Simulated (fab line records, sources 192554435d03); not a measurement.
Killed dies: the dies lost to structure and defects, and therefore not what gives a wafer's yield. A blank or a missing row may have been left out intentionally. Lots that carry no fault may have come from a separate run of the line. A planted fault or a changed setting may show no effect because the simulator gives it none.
Split-lot trial    flow n5 finfet    39 wafers read across 7 lots, on a route 1938 steps long

## THE SPLIT ITSELF
At N5_BEOL_M0_SAQP_PECVD_04 (deposits a-Si from SiH4/He, target thk 60 nm, time 60.2 s), the setting time s was moved away from the recipe's 60.2 s on 12 of the 39 wafers read, by -44.1% to -17.3%. All remaining wafers had this setting at the recipe value.

## FROM THE SPLIT TO THE READING: what the file shows between them, 5 steps
- N5_BEOL_M0_SAQP_THK_MEAS_05
- N5_BEOL_M0_SAQP_HM_DEP_111: deposits SiO2 from SiH4/N2O, target thk 12 nm, time 7.2 s
- N5_BEOL_M0_SAQP_COAT_81: time 60 s, resist thk 100 nm
- N5_BEOL_M0_SAQP_HM_OPEN_112: chemistry CHF3/O2, target SiO2, stops on a-Si, target depth 12 nm, time 13.5 s
- N5_BEOL_M0_SAQP_STRIP_113: strips in CHF3/O2

## THE READING
oes product au, in a.u., at N5_BEOL_M0_SAQP_MANDREL_ETCH_20 (etches a-Si in HBr/Cl2, stops on SiNx, target depth 60 nm, bt time 10 s, time 30 s). On this fab line, fault-free wafers typically give 0.777 a.u. with a standard deviation of 0.012 a.u.

wafer   tool, chamber at the split  time s as run, s  against the recipe  oes product au, a.u.  against lot-mates on the recipe
L076.1  pecvd-04, 0                 60.2              recipe              0.764                 -
L076.2  pecvd-04, 1                 60.2              recipe              0.757                 -
L076.3  pecvd-04, 2                 33.66             -44.1%              0.567                 -0.196
L076.4  pecvd-04, 0,2               33.66             -44.1%              0.576                 -0.187
L076.5  pecvd-04, 1                 60.2              recipe              0.769                 -
L076.6  pecvd-04, 0,2               33.66             -44.1%              0.580                 -0.183
L080.1  pecvd-01, 1                 60.2              recipe              0.764                 -
L080.2  pecvd-01, 2                 60.2              recipe              0.771                 -
L080.3  pecvd-01, 0                 60.2              recipe              0.774                 -
L080.4  pecvd-01, 0,1               60.2              recipe              0.755                 -
L080.5  pecvd-01, 0,1               60.2              recipe              0.766                 -
L080.6  pecvd-01, 2                 60.2              recipe              0.774                 -
L082.1  pecvd-03, 2                 48.12             -20.1%              0.672                 -0.100
L082.2  pecvd-03, 0                 60.2              recipe              0.771                 -
L082.3  pecvd-03, 1                 60.2              recipe              0.759                 -
L082.4  pecvd-03, 0                 60.2              recipe              0.785                 -
L082.5  pecvd-03, 2,1               48.12             -20.1%              0.682                 -0.090
L082.6  pecvd-03, 2,1               48.12             -20.1%              0.694                 -0.078
L085.2  pecvd-01, 1,0               60.2              recipe              0.784                 -
L085.4  pecvd-01, 2                 60.2              recipe              0.771                 -
L085.5  pecvd-01, 1,0               60.2              recipe              0.771                 -
L088.1  pecvd-04, 0                 60.2              recipe              0.778                 -
L088.2  pecvd-04, 1                 60.2              recipe              0.773                 -
L088.3  pecvd-04, 2                 60.2              recipe              0.793                 -
L088.4  pecvd-04, 1                 49.78             -17.3%              0.702                 -0.079
L088.5  pecvd-04, 2                 49.78             -17.3%              0.693                 -0.088
L088.6  pecvd-04, 0                 49.78             -17.3%              0.713                 -0.068
L091.1  pecvd-01, 0                 42.73             -29.0%              0.641                 -0.135
L091.2  pecvd-01, 1,2               60.2              recipe              0.788                 -
L091.3  pecvd-01, 1,2               60.2              recipe              0.760                 -
L091.4  pecvd-01, 1                 42.73             -29.0%              0.663                 -0.113
L091.5  pecvd-01, 2                 42.73             -29.0%              0.642                 -0.134
L091.6  pecvd-01, 0                 60.2              recipe              0.781                 -
L097.1  pecvd-04, 1                 60.2              recipe              0.792                 -
L097.2  pecvd-04, 0                 60.2              recipe              0.764                 -
L097.3  pecvd-04, 2                 60.2              recipe              0.758                 -
L097.4  pecvd-04, 0,2               60.2              recipe              0.781                 -
L097.5  pecvd-04, 1                 60.2              recipe              0.769                 -
L097.6  pecvd-04, 0,2               60.2              recipe              0.769                 -
Rows listing several chambers each stand for several wafers; the file does not say which wafer went through which chamber.

THE FIT
A straight line over all 39 wafers: oes product au changes by +0.00439 a.u. for each +1% of time s; r = +0.99; the points scatter about the line by 0.01 a.u.
The same after taking each lot's own level away (the mean of its wafers on the recipe; 39 wafers): +0.00434 a.u. for each +1%; r = +0.99; scatter 0.0092 a.u.
On that fit, the largest move of time s shifts the reading by 0.19 a.u.
Measured against the standard deviation above, the lots' own levels, which go from 0.7633 to 0.7813 a.u., span 1.5 times it.
The two slopes agree, so the slope changes little with the lot-to-lot level.
Check: -0.191 a.u. against its lot-mates is what the line predicts for one of the wafers moved furthest among these (-44.1%) when that wafer is left out of the fit. Against them it came out at -0.196 a.u.

## ADDITIONAL SPLITS CARRIED BY THESE WAFERS
These wafers also went through other splits before the reading. Each is held against what the fit with the lots' levels taken away leaves over:
other split on the same wafers         wafers away from the commonest value  r with oes product au (lot level and that fit taken away)
N5_FIN_SAQP_DEVELOP_15 develop time s  9                                     -0.02
N5_FIN_SAQP_ETCH_69 target depth a     15                                    -0.17
N5_HKMG_FIN_ETCH_58 target depth a     15                                    +0.19
N5_HKMG_FIN_DEVELOP_11 develop time s  12                                    +0.01

## THE WHOLE CHAIN: every reading that the file lists as answering this split, in the file's order
step                             what it does                                                                        reading                                                                                change (the file's fit)                    r (the file's)
N5_BEOL_M0_SAQP_PECVD_04         deposits a-Si from SiH4/He, target thk 60 nm, time 60.2 s                           a-Si_of_BEOL_M0_SAQP_PECVD_04.thk nm (the simulator's own value, which no gauge read)  +0.593 nm for each +1% of the setting      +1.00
N5_BEOL_M0_SAQP_THK_MEAS_05                                                                                          thk nm                                                                                 withheld for each +1% of the setting       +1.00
N5_BEOL_M0_SAQP_MANDREL_ETCH_20  etches a-Si in HBr/Cl2, stops on SiNx, target depth 60 nm, bt time 10 s, time 30 s  oes product au                                                                         +0.00435 a.u. for each +1% of the setting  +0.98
N5_BEOL_M0_SAQP_MANDREL_ETCH_20  etches a-Si in HBr/Cl2, stops on SiNx, target depth 60 nm, bt time 10 s, time 30 s  etch.depth nm (the simulator's own value, which no gauge read)                         +0.594 nm for each +1% of the setting      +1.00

## FILE'S OWN FIT
oes product au changes by +0.00435 a.u. for each +1% of time s, r = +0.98.
